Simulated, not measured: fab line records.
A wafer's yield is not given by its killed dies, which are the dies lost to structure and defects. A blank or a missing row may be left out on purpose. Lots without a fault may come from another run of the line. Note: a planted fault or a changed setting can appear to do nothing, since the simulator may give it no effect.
fab line records ; flow nandHarc
record lots=14; wafers=42; lastDay=34
route steps=1302 shown A_CONTACT@1082
lots that met no fault: taken from a fault-free run of the same line
startH: hours from the record's first day to the start of the lot's first wafer shown ; waitH: hours from the lot's prior step to this one ; " the same as in the row above ; L1.1+2: a row that stands for several wafers ; - no value, or no start given ; * or withheld: withheld ; < > ~ a bound
route shown NAME@n: names a module that has steps shown in the file, with the first one's number in the route ; usual: mean/standard deviation of fault-free wafers ; same: alike in all rows ; chamber/n: place in a boat ; sites: per-site readings ; _std_site: the values' standard deviation ; _edge_site: outer sites' mean less inner sites' ; radiusMm: how far each site lies from the wafer's centre ; mask NAME#n: copy n ; behind: the last tool/chamber to shape the wafer ; hold: the reason the lot was held/the length of the hold in hours/how it ended ; device: which transistor (n, p or np) failed to switch ; end of line: at the end of the route, the tests of the same wafers ; a step with no rows: only its recipe ; killed: not the wafer's yield, but the dies lost to structure and defects at the first sort ; map: a wafer's dies, marking killed ones x, the rest . and places with no die _
set.NAME: the setting the step ran with; set.NAME@STEP: the setting that earlier step ran with ; model.NAME: the simulator's own value behind a step, which no gauge read
the route's steps for a sample of lots (tables are steps, rows are wafers)
services: a tool's chamber out of use, with start hour (startH, from the record's first day; less than 0 if before it), hours out, and reason
## steps
# step NHARC_A_CONTACT_ETCH_88
# recipe targetDepthA=390; overEtchFrac=0.3; timeS=65; ionEnergyEv=80; cf4FlowSccm=150; arFlowSccm=0; rfW=300; biasW=100; chemistry=CF4
# usual biasW=100.0/0.33; cf4FlowSccm=150.1/0.49; drypumpMotorCurrentA=5.8/0.35; oesProductAu=0.999/0.01; rfVppV=150.8/0.99; showerheadPlenumPTorr=1.73/0.044; throttleValvePct=13.284/0.0089
lot.wafer;tool;chamber;startH;waitH;biasW;cf4FlowSccm;drypumpMotorCurrentA;oesProductAu;rfHoursCounterH;rfVppV;showerheadPlenumPTorr;throttleValvePct
L877.5;rieDiel-08;0;525.84;0.1;99.7;149.4;5.9;1.021;-;152.6;1.72;13.287
L877.6;rieDiel-08;2;525.84;0.1;99.8;150.4;6.0;0.993;-;151.5;1.74;13.288
L877.4;rieDiel-08;3;525.84;0.1;100.4;149.9;6.2;1.008;-;151.5;1.71;13.282
L876.3;rieDiel-08;2;530.76;0.1;100.4;150.1;6.0;0.988;25;150.9;1.74;13.285
L876.5;rieDiel-08;3;530.76;0.1;100.3;150.3;6.1;0.999;-;150.1;1.71;13.292
L876.6;rieDiel-08;0;530.76;0.1;100.1;150.6;5.9;1.016;-;152.0;1.72;13.282
L878.1;rieDiel-08;2;538.02;0.1;100.0;150.0;6.0;0.982;26;150.4;1.74;13.278
L878.2;rieDiel-08;3;538.02;0.1;99.7;150.0;6.2;1.009;29;150.3;1.71;13.276
L878.3;rieDiel-08;0;538.02;0.1;99.9;151.0;5.9;1.016;29;150.3;1.72;13.268
L879.2;rieDiel-08;0;563.66;0.1;100.1;149.2;5.9;0.992;1;150.4;1.72;13.288
L879.1;rieDiel-08;3;563.66;0.1;100.1;149.9;6.2;0.995;1;150.3;1.71;13.263
L879.4;rieDiel-08;3;563.66;0.1;100.0;149.3;6.2;0.994;-;151.5;1.71;13.290
L880.2;rieDiel-08;0;566.33;0.1;100.2;149.8;5.9;1.000;2;150.8;1.72;13.271
L880.5;rieDiel-08;0;566.33;0.1;100.1;149.8;5.9;0.998;-;151.9;1.72;13.288
L880.6;rieDiel-08;3;566.33;0.1;100.3;150.8;6.1;1.002;-;151.2;1.71;13.274
L881.4;rieDiel-08;0;588.24;0.1;99.8;149.6;5.9;1.003;6;149.5;1.72;13.293
L881.3;rieDiel-08;2;588.24;0.1;100.5;149.5;6.0;0.988;6;150.1;1.73;13.300
L881.5;rieDiel-08;3;588.24;0.1;100.5;149.9;6.1;1.002;-;149.8;1.70;13.278
L882.1;rieDiel-08;1;607.93;0.1;100.3;150.1;5.8;0.996;8;149.2;1.72;13.296
L882.3;rieDiel-08;2;607.93;0.1;100.3;150.5;6.0;0.994;12;152.2;1.73;13.288
L882.5;rieDiel-08;0;607.93;0.1;99.5;150.1;5.9;1.003;-;150.5;1.72;13.284
L886.4;rieDiel-08;1;635.77;0.1;100.4;150.4;5.8;1.004;15;149.5;1.72;13.285
L886.1;rieDiel-08;2;635.77;0.1;99.9;150.9;6.0;0.998;20;151.5;1.73;13.292
L886.2;rieDiel-08;3;635.77;0.1;100.4;149.6;6.2;1.013;19;150.7;1.70;13.283
L891.2;rieDiel-08;2;686.44;0.1;100.2;149.6;6.0;0.995;26;150.5;1.73;13.295
L891.1;rieDiel-08;0;686.44;0.1;100.0;149.7;5.9;1.004;27;149.4;1.71;13.285
L891.6;rieDiel-08;2;686.44;0.1;100.1;149.4;6.0;0.999;-;151.2;1.73;13.288
L893.1;rieDiel-02;2;700.88;0.1;99.5;149.6;4.9;1.014;48;151.9;1.73;13.281
L893.4;rieDiel-02;0;700.88;0.1;99.8;150.1;5.2;0.995;46;149.1;1.76;13.287
L893.5;rieDiel-02;2;700.88;0.1;99.3;150.0;5.0;0.998;-;150.3;1.73;13.269
L894.3;rieDiel-02;2;726.06;0.3;100.5;149.4;4.9;1.003;59;151.2;1.73;13.266
L894.2;rieDiel-02;1;726.06;0.3;100.1;150.2;6.2;0.982;54;152.5;1.86;13.281
L894.4;rieDiel-02;0;726.06;0.3;100.3;149.8;5.2;1.005;-;150.7;1.76;13.296
L897.4;rieDiel-03;1;729.39;0.1;100.2;149.5;5.8;1.002;35;151.3;1.89;13.284
L897.2;rieDiel-03;2;729.39;0.1;100.3;150.0;5.5;0.992;35;151.3;1.74;13.300
L897.5;rieDiel-03;3;729.39;0.1;99.9;150.2;5.1;0.988;-;149.0;1.72;13.285
L896.3;rieDiel-08;3;731.51;0.1;99.6;150.2;6.2;1.008;0;151.3;1.70;13.301
L896.1;rieDiel-08;1;731.51;0.1;99.4;149.7;5.9;0.997;0;150.3;1.71;13.287
L896.6;rieDiel-08;0;731.51;0.1;99.9;150.1;5.9;1.017;-;150.8;1.71;13.292
L898.1;rieDiel-08;3;755.62;0.1;100.1;150.7;6.1;0.995;3;150.3;1.70;13.293
L898.4;rieDiel-08;0;755.62;0.1;100.3;149.4;5.9;1.011;3;150.8;1.71;13.303
L898.3;rieDiel-08;2;755.62;0.1;100.5;150.0;6.0;1.001;5;149.3;1.72;13.287
# step NHARC_A_CONTACT_ETCH_137
# recipe sourceW=withheld; pressureMtorr=20; biasV=1200; timeS=311; targetDepthA=19120; arFlowSccm=withheld; c4f8FlowSccm=withheld; o2FlowSccm=withheld; chemistry=C4F8/O2/Ar
# usual chamberPressureMTorr=19.999/0.017; oesAirLineAu=0.994/0.02
lot.wafer;tool;chamber;startH;waitH;chamberPressureMTorr;oesAirLineAu;rfHoursCounterH
L877.4;harCapEtch-03;1;528.06;0.2;20.011;1.020;-
L877.6;harCapEtch-03;1;528.06;0.2;20.027;0.990;-
L877.5;harCapEtch-03;0;528.06;0.2;19.986;1.014;-
L876.3;harCapEtch-03;1;532.94;0.2;20.029;0.964;-
L876.5;harCapEtch-03;0;532.94;0.2;20.008;0.959;-
L876.6;harCapEtch-03;1;532.94;0.2;19.985;1.019;-
L878.2;harCapEtch-02;1;540.01;0.2;20.004;0.982;92
L878.1;harCapEtch-02;0;540.01;0.2;19.978;1.013;92
L878.3;harCapEtch-02;1;540.01;0.2;19.978;0.998;-
L879.2;harCapEtch-03;1;565.64;0.2;20.007;0.986;53
L879.1;harCapEtch-03;0;565.64;0.2;20.008;0.986;53
L879.4;harCapEtch-03;1;565.64;0.2;19.992;1.013;-
L880.2;harCapEtch-02;1;568.37;0.2;19.981;0.994;95
L880.6;harCapEtch-02;0;568.37;0.2;20.007;1.008;-
L880.5;harCapEtch-02;1;568.37;0.2;19.993;1.002;-
L881.4;harCapEtch-03;0;590.73;0.2;19.979;0.970;-
L881.3;harCapEtch-03;1;590.73;0.2;19.988;0.994;-
L881.5;harCapEtch-03;1;590.73;0.2;19.978;0.975;-
L882.1;harCapEtch-02;1;609.76;0.2;20.016;0.941;103
L882.3;harCapEtch-02;0;609.76;0.2;20.000;1.016;-
L882.5;harCapEtch-02;0;609.76;0.2;19.989;1.003;-
L886.2;harCapEtch-03;0;637.55;0.2;19.999;0.999;66
L886.1;harCapEtch-03;1;637.55;0.2;20.003;0.982;66
L886.4;harCapEtch-03;1;637.55;0.2;20.019;0.996;-
L891.1;harCapEtch-02;1;688.21;0.2;-;-;-
L891.2;harCapEtch-02;0;688.21;0.2;-;-;-
L891.6;harCapEtch-02;1;688.21;0.2;-;-;-
L893.1;harCapEtch-02;0;702.69;0.2;-;-;-
L893.4;harCapEtch-02;0;702.69;0.2;-;-;-
L893.5;harCapEtch-02;1;702.69;0.2;-;-;-
L894.2;harCapEtch-02;1;728.03;0.2;20.013;1.006;124
L894.4;harCapEtch-02;1;728.03;0.2;20.016;1.012;-
L894.3;harCapEtch-02;0;728.03;0.2;19.984;1.001;-
L897.2;harCapEtch-01;1;731.32;0.2;19.982;1.010;42
L897.4;harCapEtch-01;1;731.32;0.2;19.973;1.005;-
L897.5;harCapEtch-01;0;731.32;0.2;19.987;1.006;-
L896.1;harCapEtch-03;1;733.29;0.2;19.997;0.988;83
L896.3;harCapEtch-03;0;733.29;0.2;19.999;1.004;-
L896.6;harCapEtch-03;1;733.29;0.2;19.983;0.988;-
L898.1;harCapEtch-03;1;757.41;0.2;20.007;0.980;86
L898.3;harCapEtch-03;1;757.41;0.2;20.024;0.977;-
L898.4;harCapEtch-03;0;757.41;0.2;19.984;1.000;-
# step NHARC_A_CONTACT_ETCH_92
# recipe targetDepthA=400; overEtchFrac=0.5; timeS=85.7; ionEnergyEv=120; ch3fFlowSccm=50; o2FlowSccm=30; arFlowSccm=200; rfW=500; biasW=100; chemistry=CH3F/O2
# usual biasW=99.99/0.27; ch3fFlowSccm=49.99/0.15; drypumpMotorCurrentA=5.7/0.41; oesProductAu=0.932/0.025; rfVppV=243.8/1.3; showerheadPlenumPTorr=2.42/0.074; throttleValvePct=20.664/0.01
lot.wafer;tool;chamber;startH;waitH;biasW;ch3fFlowSccm;drypumpMotorCurrentA;oesProductAu;rfHoursCounterH;rfVppV;showerheadPlenumPTorr;throttleValvePct
L877.5;rieDiel-08;0;529.12;0.3;100.74;49.98;5.9;0.939;-;243.2;2.39;20.676
L877.6;rieDiel-08;2;529.12;0.3;100.30;49.90;6.0;0.921;-;243.2;2.41;20.665
L877.4;rieDiel-08;3;529.12;0.3;100.17;50.17;6.2;0.930;-;244.1;2.37;20.661
L876.3;rieDiel-08;0;533.90;0.4;99.78;50.38;5.9;0.932;28;244.4;2.39;20.668
L876.5;rieDiel-08;2;533.90;0.4;99.93;50.12;6.0;0.916;-;243.6;2.41;20.651
L876.6;rieDiel-08;3;533.90;0.4;100.25;49.89;6.2;0.930;-;242.8;2.37;20.658
L878.2;rieDiel-08;0;541.10;0.5;99.92;49.81;5.9;0.938;30;244.5;2.39;20.669
L878.1;rieDiel-08;2;541.10;0.5;99.66;49.91;6.0;0.917;27;243.7;2.41;20.665
L878.3;rieDiel-08;3;541.10;0.5;99.93;49.90;6.1;0.935;29;242.2;2.37;20.666
L879.2;rieDiel-08;0;566.74;0.5;99.93;49.85;5.9;0.920;2;244.0;2.39;20.657
L879.1;rieDiel-08;2;566.74;0.5;99.91;50.02;6.0;0.920;2;243.0;2.41;20.636
L879.4;rieDiel-08;0;566.74;0.5;100.06;49.77;5.9;0.926;-;244.4;2.39;20.670
L880.2;rieDiel-02;1;569.46;0.5;100.23;50.40;6.2;0.911;53;245.9;2.62;20.673
L880.6;rieDiel-02;3;569.46;0.5;99.94;49.88;5.2;0.919;-;243.4;2.38;20.668
L880.5;rieDiel-02;0;569.46;0.5;100.33;50.12;5.2;0.919;-;244.0;2.46;20.658
L881.3;rieDiel-08;2;591.76;0.4;100.05;49.91;6.0;0.935;7;244.8;2.41;20.660
L881.4;rieDiel-08;0;591.76;0.4;100.18;49.84;5.9;0.946;8;242.7;2.39;20.673
L881.5;rieDiel-08;2;591.76;0.4;100.16;49.85;6.0;0.919;-;243.3;2.41;20.673
L882.3;rieDiel-08;1;610.83;0.4;100.05;49.94;5.8;0.936;9;242.6;2.38;20.665
L882.1;rieDiel-08;2;610.83;0.4;99.78;50.14;6.0;0.920;13;245.1;2.40;20.661
L882.5;rieDiel-08;1;610.83;0.4;99.82;49.95;5.8;0.932;-;243.9;2.38;20.656
L886.4;rieDiel-02;3;638.65;0.4;99.96;49.91;5.3;0.999;29;242.2;2.36;20.662
L886.1;rieDiel-02;1;638.65;0.4;100.22;49.90;6.2;0.980;28;246.1;2.60;20.641
L886.2;rieDiel-02;2;638.65;0.4;100.08;49.98;4.9;1.007;27;244.9;2.42;20.645
L891.1;rieDiel-08;3;689.35;0.6;100.04;49.97;6.2;0.929;27;242.9;2.36;20.659
L891.2;rieDiel-08;0;689.35;0.6;99.88;49.91;5.8;0.928;27;242.6;2.38;20.662
L891.6;rieDiel-08;1;689.35;0.6;100.02;49.91;5.9;0.933;-;244.2;2.38;20.657
L893.4;rieDiel-02;0;703.77;0.4;99.79;49.88;5.2;0.909;47;244.5;2.44;20.645
L893.1;rieDiel-02;1;703.77;0.4;99.63;49.93;6.2;0.913;48;247.1;2.60;20.679
L893.5;rieDiel-02;2;703.77;0.4;99.99;50.18;5.0;0.925;-;244.1;2.41;20.661
L894.4;rieDiel-03;3;729.15;0.4;99.71;49.93;5.1;0.912;23;243.4;2.38;20.659
L894.3;rieDiel-03;0;729.15;0.4;99.80;49.98;6.1;0.915;24;244.3;2.44;20.653
L894.2;rieDiel-03;1;729.15;0.4;100.03;50.21;5.7;0.919;35;246.4;2.63;20.656
L897.2;rieDiel-03;0;732.42;0.5;99.58;49.69;6.1;0.916;25;242.6;2.43;20.643
L897.4;rieDiel-03;2;732.42;0.5;99.38;49.91;5.5;0.919;36;242.7;2.41;20.669
L897.5;rieDiel-03;1;732.42;0.5;99.74;49.75;5.8;0.928;-;247.8;2.63;20.672
L896.3;rieDiel-02;2;734.39;0.4;99.99;50.10;4.9;0.938;63;243.4;2.40;20.642
L896.1;rieDiel-02;3;734.39;0.4;100.55;49.74;5.2;0.939;57;242.5;2.35;20.665
L896.6;rieDiel-02;2;734.39;0.4;100.10;49.99;5.0;0.929;-;244.6;2.40;20.677
L898.4;rieDiel-03;3;758.52;0.4;100.04;49.93;5.1;0.911;33;241.2;2.38;20.679
L898.3;rieDiel-03;0;758.52;0.4;99.59;50.06;6.1;0.916;33;243.4;2.43;20.685
L898.1;rieDiel-03;1;758.52;0.4;100.24;49.88;5.8;0.919;43;246.2;2.62;20.667
# step NHARC_A_CONTACT_ALD_18
# recipe targetThkA=30; pulseTimeS=1; aldCycles=150; tempC=450; material=TiN
# usual heaterPowerW=1085/67; precursorPulseHeightRel=1.000/0.019
# same pulseTimeS=1
lot.wafer;tool;chamber;startH;waitH;heaterPowerW;precursorPulseHeightRel
L877.4;aldMetal-04;3;531.82;-;1147;1.018
L877.6;aldMetal-04;0;531.82;-;1083;1.005
L877.5;aldMetal-04;1;531.82;-;1120;1.010
L876.3;aldMetal-02;3;535.36;-;1148;1.036
L876.6;aldMetal-02;3;535.36;-;1126;1.015
L876.5;aldMetal-02;0;535.36;-;1168;1.004
L878.2;aldMetal-01;3;542.40;-;998;0.996
L878.1;aldMetal-01;1;542.40;-;1096;1.016
L878.3;aldMetal-01;2;542.40;-;1065;1.007
L879.1;aldMetal-04;1;567.93;-;1136;0.991
L879.2;aldMetal-04;2;567.93;-;1063;1.008
L879.4;aldMetal-04;3;567.93;-;1129;1.022
L880.2;aldMetal-01;1;570.73;-;1103;0.977
L880.6;aldMetal-01;2;570.73;-;1054;1.026
L880.5;aldMetal-01;1;570.73;-;1091;1.008
L881.3;aldMetal-04;1;593.20;-;1130;0.971
L881.4;aldMetal-04;3;593.20;-;1155;0.996
L881.5;aldMetal-04;0;593.20;-;1144;1.011
L882.1;aldMetal-01;2;612.41;-;1093;0.979
L882.3;aldMetal-01;0;612.41;-;1009;1.006
L882.5;aldMetal-01;1;612.41;-;1061;0.996
L886.2;aldMetal-04;2;639.86;-;1066;1.014
L886.1;aldMetal-04;0;639.86;-;1107;1.017
L886.4;aldMetal-04;0;639.86;-;1113;1.039
L891.1;aldMetal-01;2;690.50;-;1059;0.988
L891.2;aldMetal-01;0;690.50;-;1007;1.006
L891.6;aldMetal-01;3;690.50;-;968;0.987
L893.1;aldMetal-04;1;704.90;-;1098;1.019
L893.4;aldMetal-04;2;704.90;-;1003;0.981
L893.5;aldMetal-04;1;704.90;-;1108;0.995
L894.4;aldMetal-01;0;730.50;-;1025;1.013
L894.3;aldMetal-01;1;730.50;-;1130;1.027
L894.2;aldMetal-01;2;730.50;-;1072;1.011
L897.2;aldMetal-02;1;733.64;-;1176;1.007
L897.5;aldMetal-02;3;733.64;-;1123;0.993
L897.4;aldMetal-02;1;733.64;-;1201;0.999
L896.3;aldMetal-01;3;736.35;-;950;0.976
L896.1;aldMetal-01;1;736.35;-;1129;1.006
L896.6;aldMetal-01;3;736.35;-;903;1.015
L898.3;aldMetal-01;3;759.68;-;955;1.008
L898.1;aldMetal-01;0;759.68;-;1037;1.014
L898.4;aldMetal-01;1;759.68;-;1110;0.995
## services
tool;chamber;startH;hours;kind
rieDiel-02;-;504.80;1.1;repair
rieDiel-08;1;515.47;58.7;repair
aldMetal-01;-;526.00;10.0;pm
rieDiel-08;-;544.80;9.0;pm
rieDiel-03;3;547.96;7.7;repair
aldMetal-01;0;569.57;10.9;repair
rieDiel-02;-;571.39;9.0;pm
rieDiel-08;0;590.40;1.3;repair
rieDiel-03;1;604.28;7.1;repair
aldMetal-04;3;628.72;14.5;repair
aldMetal-04;1;631.23;6.0;repair
rieDiel-03;-;636.16;9.0;pm
aldMetal-04;-;652.00;10.0;pm
rieDiel-02;0;653.45;3.2;repair
rieDiel-02;1;667.45;4.3;repair
aldMetal-01;-;704.00;10.0;pm
rieDiel-03;3;705.00;14.9;repair
aldMetal-04;-;707.76;0.6;repair
rieDiel-03;0;714.15;7.5;repair
rieDiel-02;3;718.45;9.2;repair
rieDiel-08;-;721.80;9.0;pm
rieDiel-02;-;732.72;0.4;repair
rieDiel-02;-;748.39;9.0;pm
harCapEtch-02;-;756.80;17.0;pm
## key
firstSign step=NHARC_A_CONTACT_ETCH_137; reading=toolRecord; direction=missing
effect none on later readings
metAt NHARC_A_CONTACT_ETCH_137
struckLots L891,L893
laterRowsLeftOut L891.1,L891.2,L891.6,L893.1,L893.4,L893.5
sortLeftOut L891.1,L891.2,L891.6,L893.1,L893.4,L893.5
testerLeftOut L891,L893
notActingAt NHARC_A_CONTACT_ETCH_88,NHARC_A_CONTACT_ETCH_92,NHARC_A_CONTACT_ALD_18
onsetBetween 609.76 688.21
fault kind=skippedStepWhole; tool=harCapEtch-02; chamber=-; onsetH=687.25; steps=NHARC_A_CONTACT_ETCH_137; scope=struckLotsOnly
# testerLeftOut: of these lots the tester's yield and bins aren't shown, on N5 and GAA mostly nor the transistor test; their killed dies are dies lost to structure and defects alone, not to doping, threshold or leakage, so they don't give the yield
# sortLeftOut: the simulated sort isn't trusted on such a fault, so these wafers' sort isn't shown, and their yield isn't known
# laterRowsLeftOut: the simulator's readings of these wafers behind a module that went badly wrong aren't trusted and aren't shown, but for the sort
